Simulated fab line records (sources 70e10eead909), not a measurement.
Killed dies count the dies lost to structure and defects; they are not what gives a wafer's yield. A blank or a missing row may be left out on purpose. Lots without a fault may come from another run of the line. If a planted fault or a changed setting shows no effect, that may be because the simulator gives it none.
A struck lot beside a sound one | flow nandHarc | 43 out of 1159 route steps
Sound: the wafers L210.1, L210.3, L210.6. Struck: wafers L219.3, L219.6 (left out: L219.2, a lot-mate that was not struck); the cause follows at the end.
At each step with rows: each side's tool, then ch and its chambers, then its first start. Under that, the readings that differ: sound wafers | struck wafers | difference of the means | sigmas: that difference in standard deviations of wafers without a fault.
alike: readings with means less than 2 such deviations apart, plus words and numbers identical on both sides. not compared: withheld readings, readings lacking a value on some wafer, bounds such as >300 that could conceal the same value, and numbers that have no deviation in the record and whose values overlap.
Wherever a step has rows on one side only, a row that says differs or no value, or a row with sigmas, the two part there. Non-overlapping numbers with no deviation appear without sigmas and do not part them. A reading that every wafer of one side lacks parts them only if that side has two wafers or more.

first, 5 steps without rows for these wafers: NHARC_A_CONTACT_SOFTBAKE_64 (time 55 s); NHARC_A_CONTACT_EBR_65; NHARC_A_CONTACT_EXPOSE_66 (exposes mask A CC 2); NHARC_A_CONTACT_PEB_67 (peb time 65 s); NHARC_A_CONTACT_DEVELOP_68 (develop time 35 s).
NHARC_A_CONTACT_CD_MEAS_69: the cd target is 200 nm.
  sound on cdSem-02 ch 0, day 17 15:45; struck on cdSem-01 ch 0, day 19 06:55
  alike: cdNm
NHARC_A_CONTACT_OVL_MEAS_70:
  sound on overlay-02, day 17 15:50; struck on overlay-01, day 19 07:00
  alike: overlayXNm, overlayYNm
NHARC_A_CONTACT_INSPECT_71:
  sound on defectInspect-01, day 17 15:53; struck on defectInspect-02, day 19 07:02
  alike: rawDefectCount
NHARC_A_CONTACT_DESCUM_74: chemistry O2, time 3 s.
  sound on rieDiel-12 ch 2,3, day 17 17:01; struck on rieDiel-11 ch 0,1, day 19 07:06
  alike: drypumpMotorCurrentA, oesProductAu, rfVppV, showerheadPlenumPTorr, throttleValvePct
  not compared: rfHoursCounterH
then, 1 step without rows for these wafers: NHARC_A_CONTACT_ETCH_75 (etches the open film in CF4, target depth 39 nm, time 65 s).
NHARC_A_CONTACT_ETCH_76: etches the open film in N2/H2, target depth 260 nm, time 475.3 s.
  sound on rieDiel-12 ch 0,2; struck on rieDiel-11 ch 0,3
  alike: biasW, drypumpMotorCurrentA, oesProductAu, rfVppV, showerheadPlenumPTorr, throttleValvePct
  not compared: rfHoursCounterH
then, 1 step without rows for these wafers: NHARC_A_CONTACT_ETCH_77 (etches the open film in CF4/CHF3, target depth 72.6 nm, time 36.3 s).
NHARC_A_CONTACT_ETCH_78: etches the open film in O2/COS, target depth 2800 nm, time 728 s.
  sound on rieDiel-12 ch 0,1, day 17 18:26; struck on rieDiel-11 ch 0, day 19 07:42
reading                      | sound          | struck    | difference | sigmas
showerheadPlenumPTorr (Torr) | 3.22 3.34 3.34 | 2.95 2.95 | -0.35      | -2
  alike: biasW, drypumpMotorCurrentA, oesProductAu, rfVppV, throttleValvePct
  not compared: rfHoursCounterH
then, 1 step without rows for these wafers: NHARC_A_CONTACT_ETCH_124 (etches the open film in C4F8/O2/Ar, time 140 s, target depth 700 nm).
NHARC_A_CONTACT_ETCH_125: etches the open film in C4F8/O2/Ar, time 155 s, target depth 956 nm.
  sound on harCapEtch-03 ch 0, day 17 19:10; struck on harCapEtch-03 ch 1, day 19 08:26
  not compared: rfHoursCounterH
NHARC_A_CONTACT_ETCH_126: etches the open film in C4F8/O2/Ar, time 155 s, target depth 956 nm.
  sound on harCapEtch-03 ch 0, day 17 19:19; struck on harCapEtch-03 ch 1, day 19 08:34
  not compared: rfHoursCounterH
then, 5 steps without rows for these wafers: NHARC_A_CONTACT_ETCH_127 (etches the open film in C4F8/O2/Ar, time 155 s, target depth 956 nm); NHARC_A_CONTACT_ETCH_128 (etches the open film in C4F8/O2/Ar, time 155 s, target depth 956 nm); NHARC_A_CONTACT_ETCH_129 (etches the open film in C4F8/O2/Ar, time 155 s, target depth 956 nm); NHARC_A_CONTACT_ETCH_130 (etches the open film in C4F8/O2/Ar, time 155 s, target depth 956 nm); NHARC_A_CONTACT_ETCH_131 (etches the open film in C4F8/O2/Ar, time 155 s, target depth 956 nm).
NHARC_A_CONTACT_ETCH_132: etches the open film in C4F8/O2/Ar, time 156 s, target depth 958 nm.
  sound on harCapEtch-03 ch 0, day 17 20:10; struck on harCapEtch-03 ch 1, day 19 09:25
  not compared: rfHoursCounterH
then, 3 steps without rows for these wafers: NHARC_A_CONTACT_ETCH_133 (etches the open film in C4F8/O2/Ar, time 195 s, target depth 840 nm); NHARC_A_CONTACT_ETCH_91 (etches the open film in CH3F/O2, target depth 40 nm, time 85.7 s); NHARC_A_CONTACT_ETCH_97 (etches the open film in C4F6/O2, target depth 20 nm, time 10 s).
NHARC_A_CONTACT_CD_MEAS_80:
  sound on cdSem-02, day 17 21:14; struck on cdSem-01, day 19 10:21
  alike: cdNm
then, 16 steps without rows for these wafers: NHARC_A_CONTACT_STRIP_103 (strips in N2/H2); NHARC_A_CONTACT_STRIP_104 (strips in CF4/CHF3); NHARC_A_CONTACT_STRIP_105 (strips in O2/COS); NHARC_A_CONTACT_ETCH_106 (etches the open film in CF4/O2, target depth 60 nm, overetch 6 nm, time 33 s); NHARC_A_CONTACT_STRIP_82 (strips in O2); NHARC_A_CONTACT_STRIP_83 (strips in post etch residue remover, time 600 s); NHARC_A_CONTACT_DEP_84 (deposits aC, target thk 2000 nm); NHARC_A_CONTACT_DEP_85 (deposits SiON, target thk 50 nm); NHARC_A_CONTACT_DEHYDRATE_00 (time 120 s); NHARC_A_CONTACT_HMDS_01 (time 30 s); NHARC_A_CONTACT_COAT_86 (time 75 s); NHARC_A_CONTACT_COAT_87 (time 65 s); NHARC_A_CONTACT_COAT_02 (resist thk 90 nm); NHARC_A_CONTACT_SOFTBAKE_03 (time 55 s); NHARC_A_CONTACT_EBR_04; NHARC_A_CONTACT_EXPOSE_05 (exposes mask A CC).
-- record jumps: 3 days between struck wafers' starts before vs after; left off in module A_CONTACT, resumes in module END, first step shown is number 1159 of the route --
NHARC_END_SORT_01:
  at this point the record logs the struck wafers (prober-01 ch 0, day 22 04:53) and has no rows for the sound ones

== WHERE THEY PART ==
Last at NHARC_END_SORT_01 as far as this record goes, first at NHARC_A_CONTACT_ETCH_78.

WHY: whatever the simulator had introduced
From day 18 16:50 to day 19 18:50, rieDiel-11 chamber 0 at NHARC_A_CONTACT_ETCH_78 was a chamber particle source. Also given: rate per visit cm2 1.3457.
